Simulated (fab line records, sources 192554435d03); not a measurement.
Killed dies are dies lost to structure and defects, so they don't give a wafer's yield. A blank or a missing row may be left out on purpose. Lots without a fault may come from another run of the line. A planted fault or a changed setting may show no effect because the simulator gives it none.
Tool commonality check | flow n5_finfet | 9 lots, 27 wafers sampled

WHY IT WAS OPENED
At N5_BEOL_M4_RC_MEAS_101 the reading CJ_P is flagged on 2 of 9 lots. Wafers without a fault read 5.78, standard deviation 0.18.
Rule: a lot is flagged when every wafer of it that has a number lies more than 4 standard deviations from that mean, or none has a number. The other lots count as sound.

lot  | measured     | on        | CJ_P, wafer by wafer | flag
L290 | day 8 10:26  | prober-01 | 5.66 5.79 6.11       |
L292 | day 9 00:46  | prober-02 | 5.67 5.71 6.04       |
L293 | day 9 02:31  | prober-02 | 5.71 6.08 6.10       |
L294 | day 9 08:15  | prober-02 | 5.83 5.58 5.77       |
L300 | day 11 02:02 | prober-02 | 1.30 1.29 1.29       | FLAGGED
L303 | day 11 09:05 | prober-01 | 1.30 1.31 1.31       | FLAGGED
L306 | day 12 03:40 | prober-01 | 5.67 5.51 5.29       |
L308 | day 12 22:44 | prober-02 | 5.69 5.81 5.67       |
L310 | day 13 07:38 | prober-01 | 5.82 5.57 5.68       |
The numbers of the flagged lots are 1.30 on average: -4.48 against the usual, or -25 standard deviations.

WHICH TOOL RAN EACH LOT
The record holds 3 process steps before the reading, out of a route of 1938 steps. In each cell: the tool, then ch and the chambers that the sampled wafers went through, then the start.
lot  | flag    | N5_WELL_APT_DESCUM_30             | N5_WELL_APT_EPI_41             | N5_PMOS_HMC_CHANNEL_EPI_ETCH_38
L290 |         | rie_diel-04 ch 0,1,3, day 2 03:04 | epi_rpcvd-01 ch 0, day 2 04:26 | rie_si-04 ch 1,2,3, day 2 05:59
L292 |         | rie_diel-04 ch 0,2,3, day 2 15:12 | epi_rpcvd-03 ch 0, day 2 16:12 | rie_si-04 ch 0,1,3, day 2 17:43
L293 |         | rie_diel-06 ch 0,3, day 2 21:07   | epi_rpcvd-01 ch 0, day 2 22:20 | rie_si-02 ch 0,1,2, day 2 23:47
L294 |         | rie_diel-05 ch 0,2, day 3 03:31   | epi_rpcvd-03 ch 0, day 3 04:37 | rie_si-02 ch 0,3, day 3 06:00
L300 | FLAGGED | rie_diel-04 ch 0,3, day 4 15:17   | epi_rpcvd-03 ch 0, day 4 16:26 | rie_si-05 ch 0,2,3, day 4 18:16
L303 | FLAGGED | rie_diel-06 ch 0,1,3, day 5 09:13 | epi_rpcvd-03 ch 0, day 5 10:20 | rie_si-04 ch 0,1,2, day 5 12:26
L306 |         | rie_diel-04 ch 0,1,3, day 6 03:17 | epi_rpcvd-01 ch 0, day 6 04:17 | rie_si-02 ch 0,1, day 6 05:57
L308 |         | rie_diel-04 ch 0,2, day 6 15:35   | epi_rpcvd-04 ch 0, day 6 16:47 | rie_si-05 ch 1,2,3, day 6 18:53
L310 |         | rie_diel-04 ch 1,2, day 7 03:25   | epi_rpcvd-04 ch 0, day 7 04:52 | rie_si-05 ch 0,1, day 7 06:10
What these steps do:
- N5_WELL_APT_DESCUM_30: chemistry O2, time 7.9 s.
- N5_WELL_APT_EPI_41: deposits Si from SiH4/H2, target thk 50 nm, time 297.7 s.
- N5_PMOS_HMC_CHANNEL_EPI_ETCH_38: etches SiO2 in CF4, target depth 1.5 nm.
- N5_BEOL_M4_RC_MEAS_101

FLAGGED OVER TOTAL, TOOL BY TOOL (the gauges that took the reading come last)
step                            | tool         | lots run | flagged | share of the flagged lots | sound lots run after its first flagged lot
N5_WELL_APT_DESCUM_30           | rie_diel-04  | 6        | 1       | some                      | 3 (L306,L308,L310)
N5_WELL_APT_DESCUM_30           | rie_diel-05  | 1        | 0       | none                      | -
N5_WELL_APT_DESCUM_30           | rie_diel-06  | 2        | 1       | some                      | 0
N5_WELL_APT_EPI_41              | epi_rpcvd-01 | 3        | 0       | none                      | -
N5_WELL_APT_EPI_41              | epi_rpcvd-03 | 4        | 2       | all                       | 0
N5_WELL_APT_EPI_41              | epi_rpcvd-04 | 2        | 0       | none                      | -
N5_PMOS_HMC_CHANNEL_EPI_ETCH_38 | rie_si-02    | 3        | 0       | none                      | -
N5_PMOS_HMC_CHANNEL_EPI_ETCH_38 | rie_si-04    | 3        | 1       | some                      | 0
N5_PMOS_HMC_CHANNEL_EPI_ETCH_38 | rie_si-05    | 3        | 1       | some                      | 2 (L308,L310)
N5_BEOL_M4_RC_MEAS_101          | prober-01    | 4        | 1       | some                      | 2 (L306,L310)
N5_BEOL_M4_RC_MEAS_101          | prober-02    | 5        | 1       | some                      | 1 (L308)

WHAT THE TABLE ALLOWS
1 row of the table ran every flagged lot: epi_rpcvd-03 at N5_WELL_APT_EPI_41.
- epi_rpcvd-03 at N5_WELL_APT_EPI_41: 2 of its 4 lots flagged. Its last sound lot is L294 (day 3 04:37), its first flagged lot L300 (day 4 16:26): a fault that began between those two fits. Its own readings lie more than 4 standard deviations out on every wafer of the flagged lots: run_length_s.
One tool is left: epi_rpcvd-03 at N5_WELL_APT_EPI_41.

WHAT THE SIMULATOR HAD PUT IN
Process parameter drift: epi_rpcvd-03, from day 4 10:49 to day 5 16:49, at N5_WELL_APT_EPI_41. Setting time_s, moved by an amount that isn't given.
Lots struck among those shown: L300, L303. The rule above found the same.
